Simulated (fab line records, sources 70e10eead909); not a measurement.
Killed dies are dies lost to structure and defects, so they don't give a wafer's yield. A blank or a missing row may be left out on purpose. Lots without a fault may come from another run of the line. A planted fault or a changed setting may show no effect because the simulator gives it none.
Which tool did it? | flow nand_harc | 24 lots, 72 wafers sampled, at 1 step of a route of 1302

WHAT THE GAUGES READ, wafer by wafer
NHARC_A_M0_OVL_MEAS_10: pitch 160 nm.
lot  | measured     | on         | overlay_x_nm (nm) | overlay_y_nm (nm)
L074 | day 21 16:49 | overlay-02 | -0.5 -0.9 -0.7    | -0.8 -0.5 -0.1
L075 | day 22 20:58 | overlay-01 | -0.7 -0.6 -0.5    | 0.5 1.0 0.8
L077 | day 23 12:23 | overlay-01 | 0.4 0.2 0.6       | -1.3 -0.9 -1.6
L076 | day 23 12:40 | overlay-02 | -0.2 -0.7 -0.8    | 0.1 0.6 -0.3
L078 | day 24 16:05 | overlay-02 | 0.1 -0.4 -0.1     | -0.2 -0.7 -0.3
L079 | day 24 19:24 | overlay-01 | -1.0 -0.3 -1.1    | -1.1 -1.5 -1.5
L080 | day 25 04:22 | overlay-02 | -1.0 -0.7 -1.2    | 1.2 0.9 0.8
L081 | day 25 10:08 | overlay-02 | -1.0 -0.8 -0.8    | -1.3 -1.5 -1.3
L082 | day 25 13:20 | overlay-01 | -0.3 -0.5 -0.1    | 0.3 0.4 0.3
L083 | day 26 02:40 | overlay-02 | 0.6 0.6 0.1       | 0.4 -0.3 0.3
L085 | day 26 15:07 | overlay-01 | -1.4 -1.4 -1.6    | -1.6 -2.0 -1.3
L084 | day 26 17:04 | overlay-02 | 1.1 0.7 1.5       | 0.2 0.5 0.0
L086 | day 27 12:16 | overlay-01 | -0.8 -1.1 -0.7    | -0.1 -0.3 -0.2
L087 | day 27 13:44 | overlay-02 | -0.5 -0.2 -0.1    | -0.3 0.1 0.1
L089 | day 28 21:23 | overlay-02 | 0.4 0.6 0.7       | 0.3 0.5 -0.2
L088 | day 28 23:58 | overlay-02 | -0.3 -0.4 -0.1    | 0.9 0.4 0.8
L090 | day 29 08:37 | overlay-02 | 0.6 0.8 0.8       | -0.5 -0.9 0.2
L091 | day 29 09:08 | overlay-01 | -0.2 -0.1 0.1     | -1.2 -1.9 -2.0
L092 | day 29 14:29 | overlay-01 | 0.1 0.3 0.3       | 0.6 0.2 0.0
L093 | day 30 13:02 | overlay-01 | -0.1 0.1 0.5      | -0.5 0.2 0.0
L094 | day 30 15:37 | overlay-02 | -0.7 -1.0 -0.3    | -0.7 -0.5 -0.3
L095 | day 31 11:55 | overlay-02 | -0.4 -0.6 -0.1    | 1.1 1.5 0.8
L096 | day 31 15:03 | overlay-01 | 0.5 -0.4 0.3      | 1.0 0.8 0.6
L097 | day 31 18:35 | overlay-02 | 0.1 0.2 -0.5      | 0.7 0.4 0.5

WHICH TOOL RAN EACH LOT (tool, then ch and the chambers of the sampled wafers, then the start)
The record holds no process step before these readings.

WHAT THE TOOLS THEMSELVES READ (means of the sampled wafers that have a number; where no wafer has one, the mark that the record gives instead)
The record holds no such reading with a usual standard deviation.

THE ANSWER, worked out from the rows above alone
Rule: what is usual is taken from the lots themselves. Put in order of their means at a reading, lots are off if they are a third of the lots or fewer, leave a main group of 4 or more, and stand apart from it by a gap of 3 or more times the standard deviation of the main group's means; of several such gaps the widest counts. A main group whose means are all the same, to the digits that the tables above print for the reading, isn't used. A lot without any number at a reading at which 4 lots or more have one is off too. The other lots that the step has rows for count as sound. The gauges are gone through in route order, then the tools' own readings, and for those a lot's mean is taken as printed above. The first step at which some lot is off is used, and at that step the reading that is off furthest; a lot without a number counts as furthest.
No lot is off at any reading shown: from this, nothing can be told.

WHAT THE SIMULATOR HAD PUT IN
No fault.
